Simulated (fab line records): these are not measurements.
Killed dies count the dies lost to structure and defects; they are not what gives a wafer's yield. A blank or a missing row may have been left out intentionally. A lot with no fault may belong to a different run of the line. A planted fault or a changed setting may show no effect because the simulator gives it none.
Comparing a struck lot with a sound one :: flow nand-harc :: 15 steps out of a route of 1302
Sound: the wafers L403.2, L403.4, L403.6. Struck: wafers L413.3, L413.4, L413.6. At the end, the cause is stated.
Per side, at each step with rows, come the tool, then ch with its chambers, and then its first start. Under that, the readings that differ: sound wafers :: struck wafers :: difference of the means :: sigmas: that difference in standard deviations of wafers without a fault.
alike: words and numbers the same on both sides, and readings whose means are apart by under 2 such deviations; not compared: readings that were withheld, readings missing a value for some wafer, numbers with overlapping values and no deviation given by the record, and bounds like >300 which may hide the same value.
A row with sigmas, a row that says differs or no value, or rows on one side alone: a step with any of these is where the two part. Numbers that don't overlap but have no deviation are shown without sigmas and don't part them. Lack of a reading on every wafer of one side parts them only where that side has two or more wafers.

NHARC_A_CHANNEL_HOLE_D1_ETCH_44: etches the open film in CF4/O2, target depth 140 nm, overetch 14 nm, time 77 s.
  sound on rie-diel-02 ch 1,3, day 10 23:10; struck on rie-diel-12 ch 1,2,3, day 14 17:47
  alike: drypump-motor-current-A, oes-product-au, rf-vpp-V, showerhead-plenum-p-Torr, throttle-valve-pct
  not compared: rf-hours-counter-h
NHARC_A_CHANNEL_HOLE_D1_STRIP_27: strips in O2.
  sound: rie-diel-02 ch 1,3; struck: rie-diel-12 ch 1,2
  alike: drypump-motor-current-A, oes-product-au, rf-vpp-V, showerhead-plenum-p-Torr, throttle-valve-pct
  not compared: rf-hours-counter-h
then, 2 steps without rows for these wafers: NHARC_A_CHANNEL_HOLE_D1_PRECLEAN_28 (cleans in SC1); NHARC_A_CHANNEL_HOLE_D1_SRD_29.
NHARC_A_CHANNEL_HOLE_D1_CD_MEAS_30:
  sound on cd-sem-03, day 10 23:58; struck on cd-sem-03, day 14 18:34
  alike: cd-nm
next, for these wafers, 1 step has no rows: NHARC_A_CHANNEL_HOLE_D1_XSEM_31.
NHARC_A_CHANNEL_HOLE_D1_INSPECT_40:
  sound on defect-inspect-01, day 11 00:09; struck on defect-inspect-01, day 14 18:45
  alike: raw-defect-count
then, 2 steps without rows for these wafers: NHARC_A_CHANNEL_FILL_D1_PRECLEAN_00 (cleans in SC1); NHARC_A_CHANNEL_FILL_D1_SRD_01.
NHARC_A_CHANNEL_FILL_D1_ALD_02: deposits SiO2, target thk 6 nm, pulse time 10 s, ald cycles 60.
  sound on ald-hk-01 ch 0,2, day 11 00:20; struck on ald-hk-03 ch 0,1,2, day 14 19:05
  alike: ald-cycles, heater-power-w, precursor-pulse-height-rel
then, 1 step without rows for these wafers: NHARC_A_CHANNEL_FILL_D1_ALD_03 (deposits SiNx, target thk 6 nm, pulse time 60 s, ald cycles 58).
NHARC_A_CHANNEL_FILL_D1_ALD_14: deposits SiO2, target thk 2.5 nm, pulse time 10 s, ald cycles 25.
  sound on ald-hk-04 ch 1,2,3, day 11 07:43; struck on ald-hk-01 ch 1,2, day 15 03:12
  alike: ald-cycles, heater-power-w, precursor-pulse-height-rel
NHARC_A_CHANNEL_FILL_D1_ALD_15: deposits SiNx, target thk 2 nm, pulse time 60 s, ald cycles 19.
  sound on ald-sin-batch-01 ch 0, day 11 10:49; struck on ald-sin-batch-01 ch 0, day 15 06:17
reading: ald-cycles
sound: 19 19 19
struck: 25 25 25
difference: +6
sigmas: 
  alike: precursor-pulse-height-rel
NHARC_A_CHANNEL_FILL_D1_ALD_16: deposits SiO2, target thk 1.5 nm, pulse time 10 s, ald cycles 15.
  sound on ald-hk-03 ch 1,2, day 11 12:54; struck on ald-hk-01 ch 1,3, day 15 08:22
  alike: ald-cycles, heater-power-w, precursor-pulse-height-rel
-- break in the record here, with 15 days between the starts of the struck wafers on either side (left off in module A_CHANNEL_FILL_D1, picked up again in module END, where the first step shown is number 1302 on the route) --
NHARC_END_SORT_01:
  the record has rows for the struck wafers here (prober-01 ch 0, day 30 14:22) and none for the sound ones

== WHERE THEY PART ==
Only at NHARC_END_SORT_01, as far as this record shows.

WHY: whatever the simulator had introduced
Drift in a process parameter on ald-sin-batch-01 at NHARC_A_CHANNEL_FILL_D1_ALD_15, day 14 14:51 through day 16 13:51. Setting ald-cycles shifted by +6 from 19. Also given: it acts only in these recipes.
